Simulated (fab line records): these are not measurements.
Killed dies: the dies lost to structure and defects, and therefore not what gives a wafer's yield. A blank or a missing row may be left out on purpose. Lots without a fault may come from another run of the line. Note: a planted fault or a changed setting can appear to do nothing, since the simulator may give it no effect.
fab line records	flow n5Finfet
[record] lots = 10	wafers = 28	lastDay = 16
route steps=1938 shown BEOL_M11@1571 PASSIVATION@1936
lots with no fault: from the same line, run without faults
startH: hours from the record's first day to the start of the lot's first wafer shown	waitH: hours since the lot's step before	" repeats the value in the row above	L1.1+2: one row covering several wafers at once	- no value, or no start given	* or withheld: withheld	< > ~ a bound
route shown NAME@n: a module of which the file shows steps, and the number in the route of the first	usual: mean/standard deviation taken from wafers without a fault	same: alike in all rows	chamber/n: place in a boat	sites: each site's reading	_std_site: the values' standard deviation	_edge_site: the outer-site mean with the inner-site mean subtracted	radiusMm: for every site, how far away it sits from the centre of the wafer	mask NAME#n: copy n	behind: the last tool/chamber to shape the wafer	hold: reason for holding the lot/hours on hold/outcome of the hold	device: whichever transistor did not switch (one of n, p or np)	end of line: tests of these same wafers at the route's end	a step with no rows: only its recipe	killed: the dies lost at the first sort to structure and to defects; this is not the yield of the wafer	map: per-die view of a wafer (x killed, . not killed, _ where there is no die)
set.NAME: the setting as run; set.NAME@STEP: as run at that earlier step	model.NAME: the simulator's own value behind a step, which no gauge read
one table for each step of the route and one row for each wafer, over a sample of lots
services: when a tool's chamber went out of use (startH, in hours from the record's first day, below 0 if earlier), for how many hours, and the reason
[[steps]]
[step N5_BEOL_M11_DESCUM_33]
[recipe] chemistry = O2	timeS = 7.9	sourcePowerW = 50	biasPowerW = 20	pressureMtorr = 20	rfFrequencyHz = 2.712e+07	tempC = 40	resist = CAR-ArF	o2FlowSccm = 225
[usual] drypumpMotorCurrentA = 5.6/0.44	oesProductAu = 0.82/0.088	rfVppV = 242.7/1.3	showerheadPlenumPTorr = 2.06/0.067	tempC = 40.00/0.11	throttleValvePct = 20.22/0.2
lot.wafer	tool	chamber	startH	waitH	drypumpMotorCurrentA	oesProductAu	rfHoursCounterH	rfVppV	showerheadPlenumPTorr	tempC	throttleValvePct
L504.3	rieDiel-01	3	220.25	0.4	5.6	0.75	164	243.2	2.17	40.12	20.19
L504.4	"	3	"	"	5.6	0.75	-	243.5	2.17	39.94	20.18
L504.6	"	0	"	"	5.0	0.91	-	243.0	2.06	39.87	20.06
L506.1	rieDiel-03	1	235.65	0.7	6.3	0.96	1	243.4	2.15	39.98	20.51
L506.2	"	2	"	"	5.0	0.91	23	243.5	2.12	40.08	19.99
L506.3	"	3	"	"	5.7	0.66	256	241.3	2.06	39.99	20.58
L505.1	rieDiel-01	1	237.06	0.0	5.8	0.83	91	242.9	2.02	39.88	20.12
L505.3	"	3	"	"	5.6	0.74	170	243.6	2.17	40.02	20.21
L505.5	"	2	"	"	5.2	0.75	-	241.6	2.02	40.17	20.36
L510.3	rieDiel-01	3	260.91	0.1	5.6	0.74	179	243.4	2.16	39.86	20.22
L510.4	"	0	"	"	5.0	0.90	29	243.3	2.06	40.18	20.06
L510.5	"	2	"	"	5.2	0.75	-	242.5	2.01	40.13	20.38
L511.2	rieDiel-01	3	263.06	0.0	5.6	0.74	180	244.6	2.16	39.90	20.22
L511.3	"	1	"	"	5.8	0.82	101	243.7	2.02	39.97	20.14
L511.6	"	0	"	"	5.0	0.88	-	243.8	2.06	39.97	20.08
L513.1	rieDiel-04	2	286.46	0.0	6.2	0.83	80	243.5	2.11	40.14	19.97
L513.3	"	0	"	"	5.8	0.95	6	243.2	2.04	39.90	20.30
L513.5	"	3	"	"	5.2	0.67	-	240.9	1.97	39.99	20.31
L515.2	rieDiel-01	2	299.52	0.1	5.2	0.74	173	240.9	2.01	39.91	20.39
L515.4	"	0	"	"	5.0	0.87	39	242.8	2.05	39.84	20.08
L517.2	rieDiel-04	0	322.59	0.0	5.8	0.92	16	242.5	2.04	39.86	20.30
L517.5	"	2	"	"	6.2	0.82	-	244.8	2.11	40.09	19.99
L517.6	"	3	"	"	5.1	0.67	-	242.4	1.97	40.09	20.33
L519.2	rieDiel-01	3	328.63	0.0	5.6	0.72	200	244.2	2.16	39.90	20.24
L519.4	"	0	"	"	5.0	0.85	47	242.1	2.05	40.00	20.10
L519.5	"	0	"	"	5.0	0.85	-	243.0	2.05	39.94	20.09
L524.1	rieDiel-01	2	351.12	0.0	5.2	0.73	189	242.6	2.00	40.01	20.41
L524.6	"	0	"	"	5.0	0.84	-	241.6	2.05	40.03	20.10
[step N5_BEOL_M11_ETCH_65]
[recipe] chemistry = CF4	target = SiARC	targetDepthA = 390	maskMaterial = CAR-ArF	timeS = 65	ionEnergyEv = 80	pressureMtorr = 40	sourceW = 545	biasW = 36	Ar_flow_sccm = 100	cf4FlowSccm = 100	ends = cleared
[usual] drypumpMotorCurrentA = 5.6/0.44	etchRfOnTimeS = 64.3/1.6	oesProductAu = 0.70/0.076	rfVppV = 183.7/1.1	showerheadPlenumPTorr = 2.12/0.07	throttleValvePct = 15.44/0.19
lot.wafer	tool	chamber	startH	waitH	drypumpMotorCurrentA	etchRfOnTimeS	oesProductAu	rfHoursCounterH	rfVppV	showerheadPlenumPTorr	throttleValvePct
L504.3	rieDiel-01	3	220.28	0.0	5.6	67.5	0.64	164	183.9	2.23	15.54
L504.4	"	3	"	"	5.6	67.7	0.62	-	185.2	2.23	15.52
L504.6	"	0	"	"	5.0	66.8	0.78	-	183.5	2.11	15.22
L506.1	rieDiel-03	1	235.69	0.0	6.3	62.4	0.84	1	185.1	2.19	15.57
L506.2	"	2	"	"	5.0	63.6	0.79	23	184.1	2.18	15.28
L506.3	"	3	"	"	5.7	65.2	0.57	256	183.1	2.12	15.90
L505.1	rieDiel-01	1	237.10	0.0	5.8	63.3	0.72	91	182.3	2.09	15.37
L505.3	"	3	"	"	5.6	66.2	0.63	170	184.2	2.23	15.53
L505.5	"	2	"	"	5.2	64.9	0.65	-	181.6	2.06	15.58
L510.3	rieDiel-01	3	260.94	0.0	5.6	65.8	0.62	179	184.4	2.23	15.53
L510.4	"	0	"	"	5.0	66.0	0.76	29	184.2	2.10	15.23
L510.5	"	2	"	"	5.2	65.1	0.64	-	183.0	2.06	15.60
L511.2	rieDiel-01	3	263.10	0.0	5.6	65.3	0.62	180	184.8	2.23	15.54
L511.3	"	1	"	"	5.8	63.4	0.71	101	183.3	2.08	15.40
L511.6	"	0	"	"	5.0	66.0	0.76	-	183.2	2.10	15.23
L513.1	rieDiel-04	2	286.50	0.0	6.2	66.1	0.71	80	184.1	2.17	15.19
L513.3	"	0	"	"	5.8	61.5	0.83	6	185.2	2.10	15.45
L513.5	"	3	"	"	5.2	64.0	0.58	-	182.5	2.03	15.62
L515.2	rieDiel-01	2	299.56	0.0	5.2	64.7	0.64	173	184.9	2.06	15.62
L515.4	"	0	"	"	5.0	66.1	0.74	39	183.7	2.10	15.26
L517.2	rieDiel-04	0	322.62	0.0	5.8	61.5	0.80	16	181.9	2.09	15.47
L517.5	"	2	"	"	6.2	65.1	0.70	-	183.6	2.17	15.22
L517.6	"	3	"	"	5.2	62.9	0.58	-	183.5	2.03	15.63
L519.2	rieDiel-01	3	328.66	0.0	5.6	64.9	0.62	200	185.3	2.22	15.62
L519.4	"	0	"	"	4.9	65.2	0.75	47	183.3	2.10	15.26
L519.5	"	0	"	"	4.9	65.3	0.74	-	183.1	2.10	15.25
L524.1	rieDiel-01	2	351.16	0.0	5.2	65.2	0.63	189	182.4	2.05	15.63
L524.6	"	0	"	"	4.9	65.8	0.73	-	182.6	2.09	15.27
[step N5_BEOL_M11_ETCH_41]
[recipe] chemistry = CH3F/O2	target = SiCN	targetDepthA = 426	taperDeg = 2	timeS = 86	ionEnergyEv = 120	maskMaterial = TiN	pressureMtorr = 30	sourceW = 395	biasW = 75	Ar_flow_sccm = 150	CH3F_flow_sccm = 30	O2_flow_sccm = 20
[usual] drypumpMotorCurrentA = 5.6/0.44	oesProductAu = 0.82/0.087	rfVppV = 296.8/1.6	showerheadPlenumPTorr = 1.98/0.069	throttleValvePct = 16.15/0.18
lot.wafer	tool	chamber	startH	waitH	drypumpMotorCurrentA	oesProductAu	rfHoursCounterH	rfVppV	showerheadPlenumPTorr	throttleValvePct
L504.3	rieDiel-01	3	220.60	-	5.6	0.74	164	300.0	2.09	16.22
L504.4	"	3	"	"	5.5	0.75	-	298.3	2.09	16.21
L504.6	"	0	"	"	4.9	0.90	-	297.9	1.98	16.00
L506.1	rieDiel-03	1	236.01	-	6.3	0.96	1	297.7	2.05	16.34
L506.2	"	2	"	"	5.0	0.92	23	299.1	2.03	15.90
L506.3	"	3	"	"	5.7	0.66	256	298.4	1.97	16.57
L505.1	rieDiel-01	1	237.41	-	5.8	0.83	91	296.7	1.95	16.10
L505.3	"	3	"	"	5.5	0.74	170	298.8	2.09	16.24
L505.5	"	2	"	"	5.2	0.77	-	295.3	1.92	16.24
L510.3	rieDiel-01	3	261.26	-	5.6	0.74	179	299.1	2.08	16.26
L510.4	"	0	"	"	5.0	0.89	29	298.1	1.97	16.01
L510.5	"	2	"	"	5.2	0.77	-	296.6	1.92	16.27
L511.2	rieDiel-01	3	263.41	-	5.6	0.74	180	299.2	2.08	16.25
L511.3	"	1	"	"	5.8	0.81	101	295.0	1.95	16.12
L511.6	"	0	"	"	4.9	0.89	-	295.3	1.97	16.01
L513.1	rieDiel-04	2	286.81	-	6.2	0.82	80	297.1	2.04	15.97
L513.3	"	0	"	"	5.8	0.96	6	296.4	1.95	16.12
L513.5	"	3	"	"	5.2	0.68	-	294.4	1.90	16.33
L515.2	rieDiel-01	2	299.87	-	5.2	0.76	173	295.8	1.91	16.30
L515.4	"	0	"	"	5.0	0.86	39	296.4	1.97	16.04
L517.2	rieDiel-04	0	322.94	-	5.8	0.92	17	294.7	1.95	16.13
L517.5	"	2	"	"	6.2	0.82	-	297.0	2.03	15.98
L517.6	"	3	"	"	5.2	0.66	-	294.2	1.89	16.34
L519.2	rieDiel-01	3	328.98	-	5.6	0.72	200	298.5	2.08	16.28
L519.4	"	0	"	"	4.9	0.85	47	295.8	1.97	16.06
L519.5	"	0	"	"	5.0	1.10	-	295.2	1.97	16.06
L524.1	rieDiel-01	2	351.48	-	5.2	0.74	189	295.8	1.91	16.32
L524.6	"	0	"	"	5.0	1.10	-	296.5	1.97	16.06
[step N5_BEOL_M11_DEGAS_44]
[recipe] ambient = vacuum	tempC = 250	timeS = 60
[usual] heaterPowerW = 348/16
lot.wafer	tool	chamber	startH	waitH	heaterPowerW
L504.3	pvdSputter-02	-	221.26	0.2	344
L504.4	"	-	"	"	351
L504.6	"	-	"	"	344
L506.1	pvdSputter-03	-	237.01	0.6	326
L506.2	"	-	"	"	377
L506.3	"	-	"	"	352
L505.1	pvdSputter-02	-	238.66	0.7	352
L505.3	"	-	"	"	352
L505.5	"	-	"	"	350
L510.3	pvdSputter-02	-	263.84	1.7	349
L510.4	"	-	"	"	346
L510.5	"	-	"	"	334
L511.2	pvdSputter-02	-	264.36	0.5	356
L511.3	"	-	"	"	331
L511.6	"	-	"	"	329
L513.1	pvdSputter-01	-	288.33	1.1	326
L513.3	"	-	"	"	375
L513.5	"	-	"	"	382
L515.2	pvdSputter-03	-	301.62	1.1	375
L515.4	"	-	"	"	349
L517.2	pvdSputter-01	-	323.60	0.2	340
L517.5	"	-	"	"	336
L517.6	"	-	"	"	388
L519.2	pvdSputter-02	-	329.95	0.5	331
L519.4	"	-	"	"	364
L519.5	"	-	"	"	333
L524.1	pvdSputter-03	-	352.32	0.3	372
L524.6	"	-	"	"	335
[step N5_PASSIVATION_PROBE_49]
[usual] defectLimitedYield = 91.2/1.6	killed_at_M0_to_M3 = 34/11	killed_at_M4_up = 14/5.7	killedAtContacts = 14/6.6	killedAtFrontEnd = 37/10	killedAtOther = 4/3.2	killedDies = 104/19	killedOpen = 69/13	killedShort = 33/8.7	sort_bin_5_function = 5.1/1	sort_bin_6_memory = 3.3/0.76	sort_bin_8_speed = 0.00/0.016	sortNPass = 1076/19	sortYieldPct = 91.2/1.6
[same] grossDies = 1180	killedAtBackSide = 0	sort_bin_4_leakage[%] = 0
lot.wafer	tool	chamber	startH	waitH	defectLimitedYield[%]	killed_at_M0_to_M3	killed_at_M4_up	killedAtContacts	killedAtFrontEnd	killedAtOther	killedDies	killedOpen	killedShort	sort_bin_5_function[%]	sort_bin_6_memory[%]	sort_bin_8_speed[%]	sortNPass	sortYieldPct[%]
L524.6	prober-02	-	395.18	0.3	92.5	30	25	7	19	7	88	61	26	4.4	2.9	0	1092	92.5
// killed by level:class
L524.6 BEOL_M4:geometricParticle:open=12 BEOL_M3:geometricParticle:open=8 STI_FIN_REVEAL:geometricParticle:open=7 MOL_CONTACT_COAG:geometricParticle:open=5 FIN_SAQP:geometricParticle:open=4 BEOL_M0_SAQP:geometricParticle:open=4 BEOL_M0_SAQP:geometricParticle:short=4 BEOL_M1:geometricParticle:open=4
[[services]]
tool	chamber	startH	hours	kind
rieDiel-04	3	198.65	1.7	repair
rieDiel-03	1	213.86	-	clean
rieDiel-03	1	213.86	-	consumableReplace:focusRing
rieDiel-03	1	213.86	20.2	scheduledDown
rieDiel-03	1	213.86	20.2	ventCycle
rieDiel-01	1	218.33	2.2	repair
rieDiel-03	0	234.11	-	clean
rieDiel-04	0	235.68	-	clean
rieDiel-04	0	235.68	-	consumableReplace:focusRing
rieDiel-04	0	235.68	26.3	scheduledDown
rieDiel-04	0	235.68	26.3	ventCycle
rieDiel-04	-	237.68	2.8	pm
rieDiel-01	0	254.85	1.3	repair
rieDiel-01	0	269.55	3.6	repair
rieDiel-04	-	288.48	2.1	repair
rieDiel-01	1	305.80	8.6	repair
pvdSputter-03	-	309.90	0.8	repair
pvdSputter-01	-	335.20	1.6	repair
rieDiel-03	1	336.61	1.6	repair
rieDiel-04	3	336.67	-	clean
rieDiel-04	3	336.67	-	consumableReplace:focusRing
rieDiel-04	3	336.67	-	consumableReplace:showerhead
rieDiel-04	3	336.67	23.6	scheduledDown
rieDiel-04	3	336.67	23.6	ventCycle
[[key]]
[firstSign] step = N5_BEOL_M11_ETCH_41	reading = oesProductAu	direction = up	sigmas = 3.2	usual = 0.82	struck = 1.10
effect none on later readings
metAt N5_BEOL_M11_ETCH_41
struckLots L519,L524
struckWafers L519.5,L524.6
notActingAt N5_BEOL_M11_DESCUM_33,N5_BEOL_M11_ETCH_65,N5_BEOL_M11_DEGAS_44
onsetBetween 299.87 328.98
[fault] kind = processParameterDrift	tool = rieDiel-01	chamber = -	onsetH = 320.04	steps = N5_BEOL_M11_ETCH_41	channel = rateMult	offset = 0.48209	shape = step	endH = 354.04	scope = struckWafersOnly
